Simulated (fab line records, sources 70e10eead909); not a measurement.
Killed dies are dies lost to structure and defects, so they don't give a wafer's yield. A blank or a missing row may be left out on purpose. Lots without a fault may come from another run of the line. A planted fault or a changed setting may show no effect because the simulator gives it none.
Which tool did it? | flow nand_harc | 24 lots, 72 wafers sampled, at 6 steps of a route of 1159

WHAT THE GAUGES READ, wafer by wafer
The record holds no reading of a measuring or inspecting step that can be judged against a usual standard deviation.

WHICH TOOL RAN EACH LOT (tool, then ch and the chambers of the sampled wafers, then the start)
lot  | NHARC_A_STAIRCASE_DEP_259       | NHARC_A_STAIRCASE_ETCH_453                    | NHARC_A_STAIRCASE_STRIP_316                   | NHARC_A_STAIRCASE_ALD_415        | NHARC_A_STAIRCASE_DEP_151       | NHARC_A_STAIRCASE_DEP_325
L074 | pecvd-01 ch 1,2, day 11 19:49   | rie_diel-07 ch 0,1,3, day 12 05:02 or earlier | rie_diel-07 ch 0,2,3, day 12 05:02 or earlier | ald_hk-04 ch 0,1,2, day 12 05:02 | pecvd-04 ch 1,2, day 12 19:29   | pecvd-04 ch 0,2, day 13 13:29
L075 | pecvd-03 ch 0,2, day 11 23:02   | rie_diel-06 ch 0,3, day 12 07:55 or earlier   | rie_diel-06 ch 0,2,3, day 12 07:55 or earlier | ald_hk-03 ch 0,1,2, day 12 07:55 | pecvd-03 ch 0,1,2, day 12 19:23 | pecvd-01 ch 0,1, day 13 13:29
L077 | pecvd-04 ch 0,1,2, day 12 04:38 | rie_diel-07 ch 1,2, day 12 13:09 or earlier   | rie_diel-07 ch 0,2,3, day 12 13:09 or earlier | ald_hk-03 ch 0,3, day 12 13:09   | pecvd-04 ch 0,1,2, day 13 03:36 | pecvd-01 ch 0,1,2, day 13 19:06
L076 | pecvd-04 ch 0,2, day 12 10:01   | rie_diel-06 ch 2,3, day 12 18:27 or earlier   | rie_diel-06 ch 0,1,2, day 12 18:27 or earlier | ald_hk-03 ch 1,2,3, day 12 18:27 | pecvd-04 ch 0,1, day 13 08:32   | pecvd-01 ch 1,2, day 14 00:25
L079 | pecvd-04 ch 0,2, day 12 11:58   | rie_diel-07 ch 2,3, day 12 21:55 or earlier   | rie_diel-07 ch 1,2,3, day 12 21:55 or earlier | ald_hk-04 ch 0,2, day 12 21:55   | pecvd-01 ch 0,1, day 13 11:54   | pecvd-04 ch 0,1, day 14 00:14
L078 | pecvd-03 ch 0,1,2, day 12 13:18 | rie_diel-07 ch 0,3, day 13 00:01 or earlier   | rie_diel-07 ch 0,2, day 13 00:01 or earlier   | ald_hk-04 ch 0,1,2, day 13 00:01 | pecvd-04 ch 0,2, day 13 12:02   | pecvd-03 ch 0,1,2, day 14 00:19
L080 | pecvd-03 ch 1,2, day 12 14:41   | rie_diel-07 ch 0,2,3, day 13 01:27 or earlier | rie_diel-07 ch 0,2,3, day 13 01:27 or earlier | ald_hk-01 ch 0,2, day 13 01:27   | pecvd-04 ch 0,1,2, day 13 16:07 | pecvd-04 ch 0,2, day 14 07:43
L081 | pecvd-01 ch 0,1, day 13 03:17   | rie_diel-07 ch 1,3, day 13 11:13 or earlier   | rie_diel-07 ch 1,3, day 13 11:13 or earlier   | ald_hk-03 ch 0,1,3, day 13 11:13 | pecvd-03 ch 0,1, day 14 02:01   | pecvd-04 ch 0,2, day 14 21:29
L083 | pecvd-01 ch 1,2, day 13 04:38   | rie_diel-09 ch 1,2, day 13 13:14 or earlier   | rie_diel-09 ch 1,2, day 13 13:14 or earlier   | ald_hk-01 ch 0,1,3, day 13 13:14 | pecvd-01 ch 0,1, day 14 02:13   | pecvd-01 ch 0,1, day 14 21:46
L082 | pecvd-04 ch 0,1,2, day 13 11:56 | rie_diel-09 ch 0,1, day 13 20:58 or earlier   | rie_diel-09 ch 0,1, day 13 20:58 or earlier   | ald_hk-04 ch 0,2,3, day 13 20:58 | pecvd-01 ch 0,1, day 14 10:52   | pecvd-03 ch 0,1,2, day 15 05:14
L085 | pecvd-01 ch 0,1,2, day 14 00:57 | rie_diel-06 ch 1,2, day 14 14:22 or earlier   | rie_diel-06 ch 0,2,3, day 14 14:22 or earlier | ald_hk-01 ch 1,2,3, day 14 14:22 | pecvd-01 ch 0,1, day 15 04:59   | pecvd-03 ch 0,2, day 15 16:36
L084 | pecvd-03 ch 0,1, day 14 01:05   | rie_diel-09 ch 0,2, day 14 09:40 or earlier   | rie_diel-09 ch 0,2,3, day 14 09:40 or earlier | ald_hk-01 ch 1,2,3, day 14 09:40 | pecvd-03 ch 0,1, day 15 01:46   | pecvd-01 ch 1, day 15 16:45
L086 | pecvd-04 ch 1,2, day 14 12:50   | rie_diel-07 ch 0,3, day 14 21:04 or earlier   | rie_diel-07 ch 0,1,3, day 14 21:04 or earlier | ald_hk-03 ch 0,1, day 14 21:04   | pecvd-01 ch 0,1, day 15 11:21   | pecvd-01 ch 0,1, day 16 09:26
L087 | pecvd-01 ch 1,2, day 14 14:04   | rie_diel-09 ch 0,2,3, day 14 22:21 or earlier | rie_diel-09 ch 1,2, day 14 22:21 or earlier   | ald_hk-01 ch 0,3, day 14 22:21   | pecvd-03 ch 1,2, day 15 11:25   | pecvd-03 ch 0,2, day 16 09:26
L089 | pecvd-01 ch 1, day 15 10:42     | rie_diel-06 ch 2,3, day 15 19:55 or earlier   | rie_diel-06 ch 2,3, day 15 19:55 or earlier   | ald_hk-04 ch 0,1,3, day 15 19:55 | pecvd-01 ch 0,1,2, day 16 10:06 | pecvd-03 ch 0,1,2, day 17 03:30
L090 | pecvd-03 ch 1,2, day 15 12:23   | rie_diel-06 ch 2,3, day 15 23:30 or earlier   | rie_diel-06 ch 2,3, day 15 23:30 or earlier   | ald_hk-04 ch 0,1,3, day 15 23:30 | pecvd-04 ch 0,1, day 16 14:00   | pecvd-01 ch 0,1,2, day 17 03:34
L088 | pecvd-04 ch 1,2, day 15 21:43   | rie_diel-09 ch 0,1,2, day 16 09:57 or earlier | rie_diel-09 ch 0,2, day 16 09:57 or earlier   | ald_hk-03 ch 0,2, day 16 09:57   | pecvd-01 ch 0,1,2, day 17 00:29 | pecvd-03 ch 0,1,2, day 17 15:30
L091 | pecvd-01 ch 0,1, day 16 01:28   | rie_diel-06 ch 2,3, day 16 13:11 or earlier   | rie_diel-06 ch 1,2,3, day 16 13:11 or earlier | ald_hk-03 ch 0,3, day 16 13:11   | pecvd-01 ch 0,1,2, day 17 05:16 | pecvd-03 ch 0,1,2, day 17 20:40
L093 | pecvd-04 ch 0,1,2, day 16 01:29 | rie_diel-07 ch 1,3, day 16 12:31 or earlier   | rie_diel-07 ch 1,2,3, day 16 12:31 or earlier | ald_hk-03 ch 1,2,3, day 16 12:31 | pecvd-03 ch 0,1,2, day 17 00:24 | pecvd-01 ch 0,1, day 17 15:22
L092 | pecvd-01 ch 0,1,2, day 16 06:14 | rie_diel-07 ch 1,3, day 16 16:18 or earlier   | rie_diel-07 ch 1,2,3, day 16 16:18 or earlier | ald_hk-01 ch 0,1,3, day 16 16:18 | pecvd-01 ch 0,1,2, day 17 08:18 | pecvd-01 ch 0,2, day 17 20:40
L094 | pecvd-03 ch 1,2, day 16 09:49   | rie_diel-07 ch 0,1,3, day 16 22:07 or earlier | rie_diel-07 ch 0,1,2, day 16 22:07 or earlier | ald_hk-01 ch 0,1,2, day 16 22:07 | pecvd-04 ch 0,1, day 17 13:41   | pecvd-04 ch 0,1, day 18 13:23
L095 | pecvd-03 ch 0,1,2, day 16 17:28 | rie_diel-07 ch 0,2,3, day 17 06:16 or earlier | rie_diel-07 ch 0,2,3, day 17 06:16 or earlier | ald_hk-03 ch 0,2, day 17 06:16   | pecvd-03 ch 1,2, day 17 21:09   | pecvd-04 ch 0,1,2, day 18 14:09
L096 | pecvd-01 ch 0,1, day 16 22:59   | rie_diel-07 ch 0,1,2, day 17 08:26 or earlier | rie_diel-07 ch 1,2, day 17 08:26 or earlier   | ald_hk-04 ch 1,2, day 17 08:26   | pecvd-01 ch 0,1,2, day 17 21:15 | pecvd-03 ch 0,1,2, day 18 13:38
L097 | pecvd-01 ch 1,2, day 17 10:19   | rie_diel-07 ch 2,3, day 17 18:56 or earlier   | rie_diel-07 ch 0,3, day 17 18:56 or earlier   | ald_hk-04 ch 2,3, day 17 18:56   | pecvd-04 ch 0,2, day 18 10:00   | pecvd-03 ch 0,1, day 19 02:25
- NHARC_A_STAIRCASE_DEP_259: deposits SiON, target thk 30 nm.
- NHARC_A_STAIRCASE_ETCH_453: etches the open film in CF4/O2, target depth 30 nm, overetch 3 nm, time 16.5 s.
- NHARC_A_STAIRCASE_STRIP_316: strips in O2.
- NHARC_A_STAIRCASE_ALD_415: deposits SiO2, target thk 30 nm, pulse time 6 s, ald cycles 300.
- NHARC_A_STAIRCASE_DEP_151: deposits SiO2, target thk 3800 nm.
- NHARC_A_STAIRCASE_DEP_325: deposits SiO2, target thk 3800 nm.

WHAT THE TOOLS THEMSELVES READ (means of the sampled wafers that have a number; where no wafer has one, the mark that the record gives instead)
NHARC_A_STAIRCASE_DEP_259.
lot  | tool     | heater_power_w (W)
L074 | pecvd-01 | 798
L075 | pecvd-03 | 904
L077 | pecvd-04 | 669
L076 | pecvd-04 | 705
L079 | pecvd-04 | 726
L078 | pecvd-03 | 880
L080 | pecvd-03 | 913
L081 | pecvd-01 | 819
L083 | pecvd-01 | 786
L082 | pecvd-04 | 706
L085 | pecvd-01 | 789
L084 | pecvd-03 | 812
L086 | pecvd-04 | 621
L087 | pecvd-01 | 793
L089 | pecvd-01 | 787
L090 | pecvd-03 | 829
L088 | pecvd-04 | 699
L091 | pecvd-01 | 796
L093 | pecvd-04 | 694
L092 | pecvd-01 | 780
L094 | pecvd-03 | 812
L095 | pecvd-03 | 836
L096 | pecvd-01 | 750
L097 | pecvd-01 | 828

NHARC_A_STAIRCASE_ETCH_453.
lot  | tool        | cf4_flow_sccm (sccm) | drypump_motor_current_A (A) | oes_product_au (a.u.) | rf_vpp_V (V) | showerhead_plenum_p_Torr (Torr) | throttle_valve_pct (%)
L074 | rie_diel-07 | 79.95                | 6.2                         | 1.001                 | 197.1        | 1.30                            | 13.401
L075 | rie_diel-06 | 80.21                | 5.8                         | 0.996                 | 196.9        | 1.28                            | 13.405
L077 | rie_diel-07 | 79.87                | 5.8                         | 1.006                 | 197.8        | 1.35                            | 13.390
L076 | rie_diel-06 | 79.93                | 5.7                         | 0.997                 | 198.4        | 1.36                            | 13.400
L079 | rie_diel-07 | 80.01                | 6.2                         | 1.003                 | 198.6        | 1.37                            | 13.398
L078 | rie_diel-07 | 80.12                | 6.5                         | 0.999                 | 196.6        | 1.31                            | 13.399
L080 | rie_diel-07 | 80.19                | 6.2                         | 1.004                 | 198.6        | 1.34                            | 13.395
L081 | rie_diel-07 | 80.00                | 6.0                         | 1.010                 | 196.3        | 1.29                            | 13.395
L083 | rie_diel-09 | 80.06                | 6.0                         | 0.989                 | 198.5        | 1.36                            | 13.395
L082 | rie_diel-09 | 79.90                | 5.1                         | 1.004                 | 198.1        | 1.34                            | 13.400
L085 | rie_diel-06 | 79.96                | 5.7                         | 1.001                 | 197.8        | 1.31                            | 13.399
L084 | rie_diel-09 | 79.82                | 5.3                         | 0.997                 | 198.2        | 1.34                            | 13.406
L086 | rie_diel-07 | 80.36                | 6.5                         | 1.012                 | 197.8        | 1.31                            | 13.399
L087 | rie_diel-09 | 80.06                | 5.8                         | 0.993                 | 198.2        | 1.34                            | 13.393
L089 | rie_diel-06 | 79.84                | 5.7                         | 1.012                 | 198.8        | 1.35                            | 13.386
L090 | rie_diel-06 | 80.17                | 5.7                         | 1.003                 | 198.4        | 1.35                            | 13.390
L088 | rie_diel-09 | 79.76                | 5.6                         | 1.001                 | 197.3        | 1.34                            | 13.399
L091 | rie_diel-06 | 79.75                | 5.7                         | 1.008                 | 198.2        | 1.35                            | 13.400
L093 | rie_diel-07 | 79.81                | 6.0                         | 1.006                 | 196.7        | 1.28                            | 13.392
L092 | rie_diel-07 | 80.00                | 6.0                         | 0.999                 | 197.3        | 1.28                            | 13.408
L094 | rie_diel-07 | 80.01                | 6.2                         | 1.001                 | 196.1        | 1.29                            | 13.391
L095 | rie_diel-07 | 79.98                | 6.2                         | 1.004                 | 198.2        | 1.33                            | 13.402
L096 | rie_diel-07 | 80.13                | 6.0                         | 0.998                 | 197.9        | 1.30                            | 13.396
L097 | rie_diel-07 | 79.72                | 5.9                         | 1.006                 | 198.4        | 1.37                            | 13.399

NHARC_A_STAIRCASE_STRIP_316.
lot  | tool        | drypump_motor_current_A (A) | oes_product_au (a.u.) | rf_vpp_V (V) | showerhead_plenum_p_Torr (Torr) | throttle_valve_pct (%)
L074 | rie_diel-07 | 6.2                         | 1.005                 | 57.3         | 3.56                            | 17.039
L075 | rie_diel-06 | 5.6                         | 1.007                 | 57.8         | 3.49                            | 17.028
L077 | rie_diel-07 | 6.2                         | 1.002                 | 57.2         | 3.55                            | 17.037
L076 | rie_diel-06 | 5.5                         | 0.999                 | 56.9         | 3.45                            | 17.036
L079 | rie_diel-07 | 6.0                         | 1.010                 | 57.7         | 3.53                            | 17.037
L078 | rie_diel-07 | 6.0                         | 1.015                 | 58.3         | 3.58                            | 17.037
L080 | rie_diel-07 | 6.2                         | 1.006                 | 57.6         | 3.55                            | 17.034
L081 | rie_diel-07 | 6.0                         | 1.023                 | 57.5         | 3.42                            | 17.031
L083 | rie_diel-09 | 6.0                         | 0.997                 | 58.6         | 3.60                            | 17.028
L082 | rie_diel-09 | 5.5                         | 1.004                 | 58.1         | 3.56                            | 17.031
L085 | rie_diel-06 | 5.6                         | 1.007                 | 57.5         | 3.49                            | 17.046
L084 | rie_diel-09 | 5.8                         | 1.002                 | 58.1         | 3.56                            | 17.035
L086 | rie_diel-07 | 6.3                         | 1.003                 | 57.1         | 3.43                            | 17.037
L087 | rie_diel-09 | 6.1                         | 0.998                 | 57.7         | 3.59                            | 17.032
L089 | rie_diel-06 | 5.4                         | 1.007                 | 58.7         | 3.58                            | 17.034
L090 | rie_diel-06 | 5.7                         | 1.003                 | 57.4         | 3.57                            | 17.041
L088 | rie_diel-09 | 5.7                         | 0.999                 | 57.4         | 3.55                            | 17.046
L091 | rie_diel-06 | 5.7                         | 1.006                 | 57.9         | 3.52                            | 17.041
L093 | rie_diel-07 | 6.0                         | 0.996                 | 58.0         | 3.52                            | 17.042
L092 | rie_diel-07 | 5.9                         | 1.000                 | 58.0         | 3.52                            | 17.038
L094 | rie_diel-07 | 6.0                         | 1.010                 | 57.9         | 3.45                            | 17.046
L095 | rie_diel-07 | 6.3                         | 1.001                 | 57.9         | 3.53                            | 17.030
L096 | rie_diel-07 | 5.7                         | 1.004                 | 58.0         | 3.54                            | 17.036
L097 | rie_diel-07 | 6.5                         | 1.001                 | 58.3         | 3.44                            | 17.042

NHARC_A_STAIRCASE_ALD_415.
lot  | tool      | heater_power_w (W) | precursor_pulse_height_rel
L074 | ald_hk-04 | 479                | 0.997
L075 | ald_hk-03 | 477                | 0.998
L077 | ald_hk-03 | 497                | 0.988
L076 | ald_hk-03 | 486                | 1.006
L079 | ald_hk-04 | 486                | 1.005
L078 | ald_hk-04 | 487                | 1.019
L080 | ald_hk-01 | 400                | 1.010
L081 | ald_hk-03 | 525                | 1.003
L083 | ald_hk-01 | 487                | 0.977
L082 | ald_hk-04 | 476                | 1.024
L085 | ald_hk-01 | 522                | 0.999
L084 | ald_hk-01 | 522                | 0.997
L086 | ald_hk-03 | 551                | 1.003
L087 | ald_hk-01 | 509                | 1.005
L089 | ald_hk-04 | 479                | 1.008
L090 | ald_hk-04 | 480                | 0.999
L088 | ald_hk-03 | 437                | 1.004
L091 | ald_hk-03 | 484                | 0.994
L093 | ald_hk-03 | 490                | 1.011
L092 | ald_hk-01 | 491                | 1.000
L094 | ald_hk-01 | 458                | 1.024
L095 | ald_hk-03 | 439                | 0.999
L096 | ald_hk-04 | 501                | 1.010
L097 | ald_hk-04 | 463                | 1.010

NHARC_A_STAIRCASE_DEP_151.
lot  | tool     | heater_power_w (W)
L074 | pecvd-04 | 598
L075 | pecvd-03 | 735
L077 | pecvd-04 | 549
L076 | pecvd-04 | 588
L079 | pecvd-01 | 710
L078 | pecvd-04 | 553
L080 | pecvd-04 | 580
L081 | pecvd-03 | 711
L083 | pecvd-01 | 699
L082 | pecvd-01 | 691
L085 | pecvd-01 | 703
L084 | pecvd-03 | 667
L086 | pecvd-01 | 665
L087 | pecvd-03 | 697
L089 | pecvd-01 | 690
L090 | pecvd-04 | 568
L088 | pecvd-01 | 658
L091 | pecvd-01 | 705
L093 | pecvd-03 | 724
L092 | pecvd-01 | 675
L094 | pecvd-04 | 567
L095 | pecvd-03 | 706
L096 | pecvd-01 | 701
L097 | pecvd-04 | 582

NHARC_A_STAIRCASE_DEP_325.
lot  | tool     | heater_power_w (W)
L074 | pecvd-04 | 623
L075 | pecvd-01 | 711
L077 | pecvd-01 | 645
L076 | pecvd-01 | 712
L079 | pecvd-04 | 562
L078 | pecvd-03 | 726
L080 | pecvd-04 | 560
L081 | pecvd-04 | 575
L083 | pecvd-01 | 659
L082 | pecvd-03 | 699
L085 | pecvd-03 | 721
L084 | pecvd-01 | 695
L086 | pecvd-01 | 686
L087 | pecvd-03 | 692
L089 | pecvd-03 | 718
L090 | pecvd-01 | 744
L088 | pecvd-03 | 718
L091 | pecvd-03 | 724
L093 | pecvd-01 | 679
L092 | pecvd-01 | 653
L094 | pecvd-04 | 600
L095 | pecvd-04 | 557
L096 | pecvd-03 | 712
L097 | pecvd-03 | 683

THE ANSWER, worked out from the rows above alone
Rule: what is usual is taken from the lots themselves. Put in order of their means at a reading, lots are off if they are a third of the lots or fewer, leave a main group of 4 or more, and stand apart from it by a gap of 3 or more times the standard deviation of the main group's means; of several such gaps the widest counts. A main group whose means are all the same, to the digits that the tables above print for the reading, isn't used. A lot without any number at a reading at which 4 lots or more have one is off too. The other lots that the step has rows for count as sound. The gauges are gone through in route order, then the tools' own readings, and for those a lot's mean is taken as printed above. The first step at which some lot is off is used, and at that step the reading that is off furthest; a lot without a number counts as furthest.
No lot is off at any reading shown: from this, nothing can be told.

WHAT THE SIMULATOR HAD PUT IN
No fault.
